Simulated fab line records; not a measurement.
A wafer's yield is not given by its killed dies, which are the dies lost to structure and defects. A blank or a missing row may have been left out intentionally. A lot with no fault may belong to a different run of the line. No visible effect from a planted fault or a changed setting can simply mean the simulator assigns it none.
A lot that was struck, set against a sound lot / flow nand-harc / 14 steps out of a route of 1302
Sound: the wafers L271.4, L271.5, L271.6. Wafers L286.3, L286.4, L286.6 were the ones struck. At the end, the cause is stated.
Per side, at each step with rows, come the tool, then ch with its chambers, and then its first start. Under that, the readings that differ: sound wafers / struck wafers / difference of the means / sigmas: that difference in standard deviations of wafers without a fault.
alike: readings whose means differ by less than 2 such deviations, and words and numbers that are the same on both sides. not compared: withheld readings, readings that some wafer has no value for, bounds like >300 that may hide the same value, and numbers for which the record gives no deviation and whose values overlap.
The two part at a step that has a row with sigmas, a row that says differs or no value, or rows on one side only. When numbers do not overlap yet have no deviation, they are printed without sigmas and do not part them. A reading that every wafer of one side lacks parts them only if that side has two wafers or more.

NHARC_A_SOURCE_PLATE_THK_MEAS_09: measures by ellipsometry.
  sound on film-metro-02 at day 9 09:07; struck on film-metro-02 at day 15 08:24
  alike: thk-nm
then, 3 steps without rows for these wafers: NHARC_A_SOURCE_PLATE_PVD_04 (deposits WSi2, target thk 50 nm); NHARC_A_SOURCE_PLATE_CVD_03 (deposits poly-Si, target thk 200 nm, time 4000 s); NHARC_A_SOURCE_PLATE_ANNEAL_05 (time 1800 s).
NHARC_A_SOURCE_PLATE_THK_MEAS_06: measures by ellipsometry.
  sound on film-metro-02 at day 10 01:36; struck on film-metro-01 at day 15 21:53
  alike: thk-nm
NHARC_A_SOURCE_PLATE_INSPECT_08:
  sound on defect-inspect-02 at day 10 01:42; struck on defect-inspect-02 at day 15 22:00
  alike: raw-defect-count
then, no rows for these wafers at 1 step: NHARC_A_ONON_D1_DEP_00 (target thk 1000 nm).
NHARC_A_ONON_D1_THK_MEAS_02: measures by ellipsometry.
  sound on film-metro-02 at day 10 02:18; struck on film-metro-02 at day 15 22:34
  alike: thk-nm
then, no rows for these wafers at 1 step: NHARC_A_ONON_D1_DEP_03 (target thk 1000 nm).
NHARC_A_ONON_D1_THK_MEAS_05: measures by ellipsometry.
  sound on film-metro-02 at day 10 02:52; struck on film-metro-01 at day 15 23:08
  alike: thk-nm
NHARC_A_ONON_D1_DEP_06: target thk 1000 nm.
  sound on pecvd-onon-02 ch 0, day 10 03:05; struck on pecvd-onon-02 ch 0, day 15 23:18
reading=nh3-flow-sccm (sccm); sound=498.3 496.8 498.2; struck=500.7 499.7 502.6; difference=+3.2; sigmas=+2
  alike: susceptor-temp-C
NHARC_A_ONON_D1_THK_MEAS_08: measures by ellipsometry.
  sound on film-metro-02 at day 10 03:26; struck on film-metro-02 at day 15 23:42
reading=thk-nm (nm); sound=1003 1001 1001; struck=1624 1626 1625; difference=+623; sigmas=+57
then, no rows for these wafers at 1 step: NHARC_A_ONON_D1_DEP_09 (target thk 1000 nm).
-- jump in the record: it breaks off in module A_ONON_D1 and resumes in module END (first step shown: number 1302 of the route), and 17 days separate the struck wafers' starts before and after --
NHARC_END_SORT_01:
  sound on prober-02 ch 0, day 26 20:35; struck on prober-01 ch 0, day 32 19:48
reading=killed-at-array; sound=67 70; struck=672 671 673; difference=+604; sigmas=+32
reading=killed-dies; sound=71 74; struck=677 677 677; difference=+604; sigmas=+30
  alike: killed-at-other, killed-at-periphery, killed-open, killed-short

## WHERE THEY PART
Earliest at NHARC_A_ONON_D1_DEP_06; latest, in this record, at NHARC_END_SORT_01.

WHY: what the simulator had put in
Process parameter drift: pecvd-onon-02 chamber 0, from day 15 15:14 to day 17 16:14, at NHARC_A_ONON_D1_DEP_06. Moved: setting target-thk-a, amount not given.
